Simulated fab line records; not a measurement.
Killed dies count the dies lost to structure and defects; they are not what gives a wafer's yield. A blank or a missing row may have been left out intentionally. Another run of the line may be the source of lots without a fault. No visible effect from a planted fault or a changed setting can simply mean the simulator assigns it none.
Chamber matching :: flow nand_harc :: rie_diel-13 running NHARC_A_STAIRCASE_TRIM_12: 4 sister chambers
The step chemistry O2, time 211.2 s. 4 wafers are shown with their chamber, then 12 later ones without.

## WAFERS WITH THEIR CHAMBER
wafer: L081.2
chamber: 1
showerhead_plenum_p_Torr (Torr): 3.78

wafer: L083.1
chamber: 3
showerhead_plenum_p_Torr (Torr): 3.50

wafer: L083.3
chamber: 0
showerhead_plenum_p_Torr (Torr): 3.61

wafer: L083.5
chamber: 2
showerhead_plenum_p_Torr (Torr): 3.38

## WAFERS WITHOUT THEIR CHAMBER
wafer: L087.4
showerhead_plenum_p_Torr (Torr): 3.38

wafer: L087.5
showerhead_plenum_p_Torr (Torr): 3.77

wafer: L087.6
showerhead_plenum_p_Torr (Torr): 3.38

wafer: L085.1
showerhead_plenum_p_Torr (Torr): 3.60

wafer: L085.3
showerhead_plenum_p_Torr (Torr): 3.37

wafer: L085.5
showerhead_plenum_p_Torr (Torr): 3.50

wafer: L094.1
showerhead_plenum_p_Torr (Torr): 3.49

wafer: L094.2
showerhead_plenum_p_Torr (Torr): 3.76

wafer: L094.5
showerhead_plenum_p_Torr (Torr): 3.37

wafer: L096.1
showerhead_plenum_p_Torr (Torr): 3.59

wafer: L096.3
showerhead_plenum_p_Torr (Torr): 3.76

wafer: L096.5
showerhead_plenum_p_Torr (Torr): 3.49

## WHICH CHAMBER EACH ONE RAN IN
wafer: L087.4
from the rows above: 2
in truth: 2

wafer: L087.5
from the rows above: 1
in truth: 1

wafer: L087.6
from the rows above: 2
in truth: 2

wafer: L085.1
from the rows above: 0
in truth: 0

wafer: L085.3
from the rows above: 2
in truth: 2

wafer: L085.5
from the rows above: 3
in truth: 3

wafer: L094.1
from the rows above: 3
in truth: 3

wafer: L094.2
from the rows above: 1
in truth: 1

wafer: L094.5
from the rows above: 2
in truth: 2

wafer: L096.1
from the rows above: 0
in truth: 0

wafer: L096.3
from the rows above: 1
in truth: 1

wafer: L096.5
from the rows above: 3
in truth: 3
12 of 12 placed correctly. Not placeable from these rows: 0. Number placed wrongly: 0.
How it was worked out, from the rows above alone: a wafer's distance from a chamber is the root of the sum, over the readings, of the square of ((its reading less the chamber's mean) divided by the reading's scatter). The wafer belongs to the nearest chamber; if the next one is less than 2 further off, it can't be placed. The mean given for a chamber averages the wafers shown for that chamber. The scatter (one wafer shown for each chamber): square how far every hidden wafer sits from the nearest shown wafer, average those squares and take the square root.
